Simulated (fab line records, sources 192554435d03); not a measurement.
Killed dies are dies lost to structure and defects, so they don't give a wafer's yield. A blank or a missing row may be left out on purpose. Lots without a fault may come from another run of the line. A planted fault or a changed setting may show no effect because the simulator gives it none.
fab line records | flow n5_finfet
record lots=7 wafers=18 last_day=16
route steps=1938 shown BEOL_M10@1474 PASSIVATION@1936
lots that met no fault: from a run of the same line without faults
start_h: hours from the record's first day to the start of the lot's first wafer shown | wait_h: hours since the lot's step before | " the same as in the row above | L1.1+2: a row that stands for several wafers | - no value, or no start given | * or withheld: withheld | < > ~ a bound
route shown NAME@n: a module of which the file shows steps, and the number in the route of the first | usual: mean/standard deviation of fault-free wafers | same: alike in all rows | chamber/n: place in a boat | sites: the reading at each site | _std_site: their standard deviation | _edge_site: outer sites' mean less inner sites' | radius_mm: how far each site lies from the wafer's centre | mask NAME#n: copy n | behind: the tool/chamber that last shaped the wafer | hold: why the lot was held/for how many hours/how that ended | device: the transistor (n, p or np) that didn't switch | end of line: the same wafers' tests at the end of the route | a step without rows: its recipe alone | killed: dies lost to structure and defects at the first sort, not the wafer's yield | map: a wafer's dies, x killed, . not, _ none there
set.NAME: the setting as run; set.NAME@STEP: as run at that earlier step | model.NAME: the simulator's own value behind a step, which no gauge read
lots at some steps of the route; a table a step, a row a wafer
services: from which hour (start_h, from the record's first day; less than 0 if before it) a tool's chamber was out of use, for how many hours, and why
## steps
# step N5_BEOL_M10_HM_DEP_02
# recipe material=TiN target_thk_a=200 temp_c=25 chamber_pressure_pa=0.49996
# usual throttle_valve_pct=29.9/0.91
# columns lot.wafer tool chamber start_h wait_h throttle_valve_pct
L334.4 pvd_sputter-02 - 212.27 0.5 31.2
L334.5 " - " " 31.2
L334.6 " - " " 28.8
L343.1 pvd_sputter-03 - 262.76 0.1 30.2
L343.2 " - " " 30.3
L343.6 " - " " 29.0
L345.3 pvd_sputter-03 - 289.87 3.5 29.9
L345.6 " - " " 30.0
L347.1 pvd_sputter-03 - 290.39 2.9 29.3
L347.2 " - " " 30.4
L347.3 " - " " 29.9
L349.1 pvd_sputter-02 - 294.35 0.4 30.0
L349.3 " - " " 28.6
L350.1 pvd_sputter-03 - 311.99 0.7 30.0
L350.3 " - " " 29.3
L350.5 " - " " 29.1
L352.3 pvd_sputter-01 - 321.86 0.5 28.2
L352.6 " - " " 29.8
# step N5_BEOL_M10_COAT_59
# recipe resist=SOC temp_c=250 time_s=60 spin_rpm=1500 resist_thk_nm=100
# step N5_BEOL_M10_COAT_60
# recipe resist=SiARC temp_c=220 time_s=60 spin_rpm=1500 resist_thk_nm=30
# step N5_BEOL_M10_COAT_05
# recipe resist=CAR-ArF spin_rpm=1500 resist_thk_nm=90
# step N5_BEOL_M10_EBR_07
# recipe solvent=PGMEA ebr_width_mm=1.5
# step N5_BEOL_M10_SOFTBAKE_06
# recipe temp_c=110 time_s=60 resist=CAR-ArF
# step N5_BEOL_M10_EXPOSE_08
# recipe mask_id=M10 na=1.35 source_shape=dipole sigma_inner=0.411 sigma_outer=0.611 polarization=te dose_mj=53.75
# step N5_BEOL_M10_PEB_09
# recipe peb_temp_c=withheld peb_time_s=60 resist=CAR-ArF
# step N5_BEOL_M10_DEVELOP_10
# recipe develop_time_s=30 developer=TMAH resist=CAR-ArF rinse_liquid=diw dry=air_spin dev_temp_c=23
# step N5_BEOL_M10_CD_MEAS_11
# recipe target_cd_nm=64.1 landing_energy_ev=500 detector=se_inlens polarity=opening
# usual cd_nm=64.2/0.57
# columns lot.wafer tool chamber start_h wait_h cd_nm
L334.4 cd_sem-02 0 212.64 - 65.3
L334.5 " 0 " " 65.0
L334.6 " 0 " " 64.4
L343.1 cd_sem-02 0 263.26 - 63.1
L343.2 " 0 " " 64.0
L343.6 " 0 " " 64.1
L345.3 cd_sem-02 0 290.25 - 64.1
L345.6 " 0 " " 65.4
L347.1 cd_sem-03 0 290.89 - 63.9
L347.2 " 0 " " 64.8
L347.3 " 0 " " 64.1
L349.1 cd_sem-02 0 294.85 - 64.6
L349.3 " 0 " " 63.9
L350.1 cd_sem-03 0 312.36 - 64.8
L350.3 " 0 " " 64.4
L350.5 " 0 " " 64.1
L352.3 cd_sem-02 0 322.36 - 64.5
L352.6 " 0 " " 63.1
# step N5_BEOL_M10_OVL_MEAS_12
# recipe points_per_wafer=44
# usual M10_OVL=0.0/0.9
# columns lot.wafer tool chamber start_h wait_h M10_OVL[nm]
L334.4 overlay-01 0 212.67 0.0 -0.1
L334.5 " 0 " " -1.5
L334.6 " 0 " " -0.5
L343.1 overlay-02 0 263.29 0.0 0.8
L343.2 " 0 " " 0.2
L343.6 " 0 " " 0.7
L345.3 overlay-01 0 290.28 0.0 1.4
L345.6 " 0 " " -0.2
L347.1 overlay-02 0 290.92 0.0 0.2
L347.2 " 0 " " -0.1
L347.3 " 0 " " 0.9
L349.1 overlay-02 0 294.88 0.0 0.4
L349.3 " 0 " " -1.2
L350.1 overlay-01 0 312.40 0.0 -0.1
L350.3 " 0 " " -0.3
L350.5 " 0 " " 1.0
L352.3 overlay-02 0 322.39 0.0 -0.1
L352.6 " 0 " " 1.0
# step N5_BEOL_M10_INSPECT_13
# recipe mode=adi inspect_instrument=brightfield
# usual raw_defect_count=429/90
# columns lot.wafer tool chamber start_h wait_h raw_defect_count
L334.4 defect_inspect-01 - 212.69 0.0 797
L334.5 " - " " 394
L334.6 " - " " 485
L343.1 defect_inspect-01 - 263.31 0.0 514
L343.2 " - " " 406
L343.6 " - " " 283
L345.3 defect_inspect-02 - 290.30 0.0 543
L345.6 " - " " 438
L347.1 defect_inspect-02 - 290.94 0.0 401
L347.2 " - " " 348
L347.3 " - " " 345
L349.1 defect_inspect-02 - 294.90 0.0 445
L349.3 " - " " 327
L350.1 defect_inspect-02 - 312.42 0.0 396
L350.3 " - " " 473
L350.5 " - " " 528
L352.3 defect_inspect-01 - 322.41 0.0 470
L352.6 " - " " 361
# step N5_BEOL_M10_DESCUM_16
# recipe chemistry=O2 time_s=7.9 source_power_w=50 bias_power_w=20 pressure_mtorr=20 rf_frequency_hz=2.712e+07 temp_c=40 resist=CAR-ArF o2_flow_sccm=225
# usual drypump_motor_current_A=5.9/0.34 oes_product_au=0.82/0.084 rf_vpp_V=243.3/1.1 showerhead_plenum_p_Torr=2.11/0.043 throttle_valve_pct=20.45/0.29
# columns lot.wafer tool chamber start_h wait_h drypump_motor_current_A oes_product_au rf_hours_counter_h rf_vpp_V showerhead_plenum_p_Torr throttle_valve_pct model.CAR-ArF_of_BEOL_M10_COAT_05.thk_nm
L334.4 rie_diel-02 3 212.75 0.1 5.6 0.70 228 244.2 2.13 20.38 83
L334.5 " 2 " " 6.0 0.78 - 242.8 2.12 20.20 83
L334.6 " 1 " " 6.3 0.86 - 243.0 2.14 20.54 82.8
L343.1 rie_diel-01 1 263.48 0.2 5.8 0.90 46 242.3 2.13 20.41 83.6
L343.2 " 2 " " 6.4 0.90 34 244.0 2.12 20.08 83.4
L343.6 " 0 " " 5.9 0.70 - 240.2 1.99 20.96 83
L345.3 rie_diel-02 0 290.35 0.1 5.9 0.72 206 242.6 2.08 20.72 83.2
L345.6 " 2 " " 6.0 0.77 - 244.0 2.11 20.24 85
L347.1 rie_diel-04 0 291.00 0.1 5.9 0.85 63 243.7 2.12 19.96 83.6
L347.2 " 3 " " 5.2 0.93 16 242.1 2.04 20.55 83.6
L347.3 " 2 " " 5.4 0.94 18 244.6 2.16 20.54 83.4
L349.1 rie_diel-02 3 295.16 0.3 5.6 0.99 4 244.4 2.13 20.05 85
L349.3 " 0 " " 5.9 0.73 208 243.0 2.08 20.75 83.2
L350.1 rie_diel-01 1 312.46 0.0 5.7 0.86 66 243.2 2.13 20.44 83.8
L350.3 " 2 " " 6.4 0.85 54 243.6 2.11 20.12 83.6
L350.5 " 2 " " 6.4 0.85 - 244.0 2.11 20.12 83.8
L352.3 rie_diel-02 1 322.56 0.1 6.3 0.80 90 244.8 2.12 20.61 83.8
L352.6 " 2 " " 6.0 0.76 - 242.7 2.11 20.25 85.6
# step N5_BEOL_M10_ETCH_61
# recipe chemistry=CF4 target=SiARC target_depth_a=390 mask_material=CAR-ArF time_s=65 ion_energy_ev=80 pressure_mtorr=40 source_w=545 bias_w=36 Ar_flow_sccm=100 cf4_flow_sccm=100 ends=cleared
# usual drypump_motor_current_A=5.9/0.35 etch_rf_on_time_s=64.9/1.3 oes_product_au=0.69/0.073 rf_vpp_V=184.2/1 showerhead_plenum_p_Torr=2.15/0.047 throttle_valve_pct=15.60/0.24
# columns lot.wafer tool chamber start_h wait_h drypump_motor_current_A etch_rf_on_time_s oes_product_au rf_hours_counter_h rf_vpp_V showerhead_plenum_p_Torr throttle_valve_pct model.CAR-ArF_of_BEOL_M10_COAT_05.thk_nm
L334.4 rie_diel-02 3 212.79 0.0 5.6 65.4 0.60 228 183.9 2.20 15.78 55.2
L334.5 " 2 " " 6.0 65.5 0.66 - 183.7 2.16 15.42 55
L334.6 " 1 " " 6.3 64.6 0.73 - 184.0 2.18 15.66 54.8
L343.1 rie_diel-01 1 263.51 0.0 5.8 64.6 0.75 46 184.6 2.17 15.44 55.6
L343.2 " 2 " " 6.4 64.9 0.76 34 185.8 2.18 15.34 55.4
L343.6 " 0 " " 5.9 68.3 0.58 - 182.2 2.03 16.07 55
L345.3 rie_diel-02 0 290.39 0.0 5.9 63.6 0.62 206 182.5 2.11 15.80 55.4
L345.6 " 2 " " 6.0 64.5 0.65 - 184.4 2.16 15.46 57.2
L347.1 rie_diel-04 0 291.03 0.0 5.9 64.1 0.72 63 185.6 2.16 15.10 55.6
L347.2 " 3 " " 5.2 65.5 0.78 16 183.6 2.10 15.66 55.6
L347.3 " 2 " " 5.4 64.3 0.80 18 184.4 2.20 15.56 55.4
L349.1 rie_diel-02 3 295.19 0.0 5.6 63.6 0.83 4 185.0 2.20 15.33 57.2
L349.3 " 0 " " 5.9 64.3 0.61 208 183.0 2.11 15.78 55.4
L350.1 rie_diel-01 1 312.49 0.0 5.8 65.6 0.73 66 185.7 2.17 15.49 55.8
L350.3 " 2 " " 6.4 65.7 0.74 54 183.0 2.17 15.38 55.6
L350.5 " 2 " " 6.4 65.5 0.73 - 184.0 2.17 15.39 56
L352.3 rie_diel-02 1 322.59 0.0 6.3 65.2 0.67 90 183.5 2.17 15.76 55.8
L352.6 " 2 " " 6.0 66.0 0.64 - 183.3 2.15 15.49 57.6
# step N5_BEOL_M10_ETCH_62
# recipe chemistry=N2/H2 target=SOC target_depth_a=1100 overetch_a=220 mask_material=SiARC temp_c=40 time_s=165 ion_energy_ev=200 pressure_mtorr=30 source_w=840 bias_w=150 n2_flow_sccm=200 h2_flow_sccm=200
# usual drypump_motor_current_A=5.9/0.34 oes_product_au=0.69/0.068 rf_vpp_V=524.2/1.6 showerhead_plenum_p_Torr=2.55/0.052 throttle_valve_pct=17.82/0.3
# columns lot.wafer tool chamber start_h wait_h drypump_motor_current_A oes_product_au rf_hours_counter_h rf_vpp_V showerhead_plenum_p_Torr throttle_valve_pct
L334.4 rie_diel-02 3 212.84 0.0 5.6 0.60 228 526.1 2.60 17.78
L334.5 " 2 " " 6.0 0.66 - 524.2 2.56 17.57
L334.6 " 1 " " 6.3 0.71 - 525.1 2.58 17.83
L343.1 rie_diel-01 1 263.56 0.0 5.8 0.75 46 525.3 2.60 17.81
L343.2 " 2 " " 6.5 0.75 34 526.0 2.58 17.42
L343.6 " 0 " " 5.9 0.60 - 521.2 2.39 18.20
L345.3 rie_diel-02 0 290.44 0.0 5.9 0.61 206 522.8 2.53 18.20
L345.6 " 2 " " 6.0 0.65 - 524.5 2.55 17.62
L347.1 rie_diel-04 0 291.08 0.0 5.9 0.72 63 524.3 2.58 17.40
L347.2 " 3 " " 5.2 0.78 16 523.9 2.50 18.07
L347.3 " 2 " " 5.4 0.78 18 525.5 2.60 17.82
L349.1 rie_diel-02 3 295.24 0.0 5.6 0.82 4 525.7 2.59 17.39
L349.3 " 0 " " 5.8 0.60 208 523.6 2.53 18.20
L350.1 rie_diel-01 1 312.54 0.0 5.8 0.72 66 525.0 2.59 17.85
L350.3 " 2 " " 6.5 0.73 54 526.1 2.57 17.45
L350.5 " 2 " " 6.5 0.73 - 526.8 2.57 17.46
L352.3 rie_diel-02 1 322.64 0.0 6.3 0.67 90 524.4 2.56 17.92
L352.6 " 2 " " 6.0 0.63 - 523.2 2.54 17.65
# step N5_PASSIVATION_PROBE_49
# usual defect_limited_yield=91.1/1.4 killed_at_M0_to_M3=33/9.1 killed_at_M4_up=14/5.6 killed_at_contacts=13/5.7 killed_at_front_end=42/12 killed_at_other=4/3 killed_dies=105/16 killed_open=69/11 killed_short=34/7.5 sort_bin_5_function=5.2/0.91 sort_bin_6_memory=3.3/0.64 sort_n_pass=1075/16 sort_yield_pct=91.1/1.4
# same gross_dies=1180 killed_at_back_side=0 sort_bin_4_leakage[%]=0 sort_bin_8_speed[%]=0
# columns lot.wafer tool chamber start_h wait_h defect_limited_yield[%] killed_at_M0_to_M3 killed_at_M4_up killed_at_contacts killed_at_front_end killed_at_other killed_dies killed_open killed_short sort_bin_5_function[%] sort_bin_6_memory[%] sort_n_pass sort_yield_pct[%]
L347.1 prober-02 - 341.45 0.0 92.4 34 11 13 30 2 90 60 29 4.2 2.8 1090 92.4
L347.2 prober-02 - 341.50 0.1 94.1 29 12 6 23 0 70 49 21 3.4 2.3 1110 94.1
L347.3 prober-02 - 341.55 0.1 93.3 31 12 4 28 4 79 55 24 4.4 1.8 1101 93.3
L349.3 prober-02 - 346.09 0.1 91.7 38 13 15 31 1 98 66 31 5.3 2.8 1082 91.7
L350.1 prober-02 - 362.44 0.0 91.4 26 21 8 46 0 101 71 30 4.3 3.6 1079 91.4
L350.3 prober-02 - 362.54 0.1 91.9 27 13 11 39 5 95 62 32 5.6 2.4 1085 91.9
L350.5 prober-02 - 362.64 0.2 89.4 36 26 11 47 5 125 81 44 6.3 3.4 1055 89.4
# killed by level:class
L347.1 MOL_CONTACT_COAG:geometric_particle:open=12 BEOL_M3:geometric_particle:open=9 BEOL_M0_SAQP:geometric_particle:open=7 BEOL_M0_SAQP:geometric_particle:short=6 GATE_CUT:geometric_particle:short=5 FIN_SAQP:geometric_particle:open=4 BEOL_M1:geometric_particle:open=4 BEOL_M2:geometric_particle:open=4
L347.2 BEOL_M0_SAQP:geometric_particle:open=8 BEOL_M2:geometric_particle:open=7 BEOL_M0_SAQP:geometric_particle:short=6 BEOL_M3:geometric_particle:open=6 BEOL_M4:geometric_particle:open=6 FIN_SAQP:geometric_particle:short=4 MOL_CONTACT_COAG:geometric_particle:open=4 STARTING-WAFER:geometric_particle:short=4
L347.3 BEOL_M2:geometric_particle:open=12 STI_FIN_REVEAL:geometric_particle:open=6 FIN_SAQP:geometric_particle:open=5 FIN_SAQP:geometric_particle:short=5 BEOL_M0_SAQP:geometric_particle:short=5 BEOL_M1:geometric_particle:open=5 BEOL_M4:geometric_particle:open=5 MOL_CONTACT_COAG:geometric_particle:open=4
L349.3 MOL_CONTACT_COAG:geometric_particle:open=12 BEOL_M0_SAQP:geometric_particle:short=10 BEOL_M0_SAQP:geometric_particle:open=8 GATE_CUT:geometric_particle:short=5 BEOL_M1:geometric_particle:open=5 BEOL_M6:geometric_particle:open=5 FIN_SAQP:geometric_particle:short=4 STI_FIN_REVEAL:geometric_particle:open=4
L350.1 FIN_SAQP:geometric_particle:open=14 BEOL_M4:geometric_particle:open=9 DUMMY_GATE:geometric_particle:open=7 BEOL_M0_SAQP:geometric_particle:short=7 BEOL_M2:geometric_particle:open=7 MOL_CONTACT_COAG:geometric_particle:open=6 STARTING-WAFER:geometric_particle:open=5 BEOL_M0_SAQP:geometric_particle:open=5
L350.3 MOL_CONTACT_COAG:geometric_particle:open=9 BEOL_M4:geometric_particle:open=9 FIN_SAQP:geometric_particle:open=7 FIN_SAQP:geometric_particle:short=6 BEOL_M0_SAQP:geometric_particle:open=6 GATE_CUT:geometric_particle:open=5 BEOL_M2:geometric_particle:open=5 BEOL_M3:geometric_particle:open=4
L350.5 BEOL_M4:geometric_particle:open=16 BEOL_M1:geometric_particle:open=9 MOL_CONTACT_COAG:geometric_particle:open=7 BEOL_M0_SAQP:geometric_particle:short=7 BEOL_M2:geometric_particle:open=7 FIN_SAQP:geometric_particle:short=6 BEOL_M3:geometric_particle:open=6 STI_FIN_REVEAL:geometric_particle:open=5
## services
# columns tool chamber start_h hours kind
rie_diel-04 2 220.67 - clean
rie_diel-04 2 220.67 - consumable_replace:focus_ring
rie_diel-04 2 220.67 14.0 scheduled_down
rie_diel-04 2 220.67 14.0 vent_cycle
rie_diel-02 2 231.84 21.6 repair
rie_diel-04 3 234.81 - clean
rie_diel-04 3 234.81 - consumable_replace:focus_ring
rie_diel-04 3 234.81 14.7 scheduled_down
rie_diel-04 3 234.81 14.7 vent_cycle
rie_diel-02 3 264.19 - clean
rie_diel-02 3 264.19 - consumable_replace:focus_ring
rie_diel-02 3 264.19 19.1 scheduled_down
rie_diel-02 3 264.19 19.1 vent_cycle
rie_diel-04 2 265.77 9.3 repair
rie_diel-01 0 286.63 - clean
rie_diel-01 0 286.63 - consumable_replace:focus_ring
rie_diel-01 0 286.63 - consumable_replace:showerhead
rie_diel-01 0 286.63 28.2 scheduled_down
rie_diel-01 0 286.63 28.2 vent_cycle
## key
first_sign none at tools or gauges
model_effect step=N5_BEOL_M10_DESCUM_16 value=CAR-ArF_of_BEOL_M10_COAT_05.thk_nm without=83.6 struck=85.2
model_effect step=N5_BEOL_M10_ETCH_61 value=CAR-ArF_of_BEOL_M10_COAT_05.thk_nm without=55.73 struck=57.33
met_at N5_BEOL_M10_DESCUM_16
struck_wafers L345.6,L349.1,L352.6
onset_between 212.75 290.35
fault kind=process_parameter_drift tool=rie_diel-02 chamber=- onset_h=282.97 steps=N5_BEOL_M10_DESCUM_16 channel=time_s offset=* shape=step end_h=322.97 scope=struck_wafers_only acts_in=* stated=*
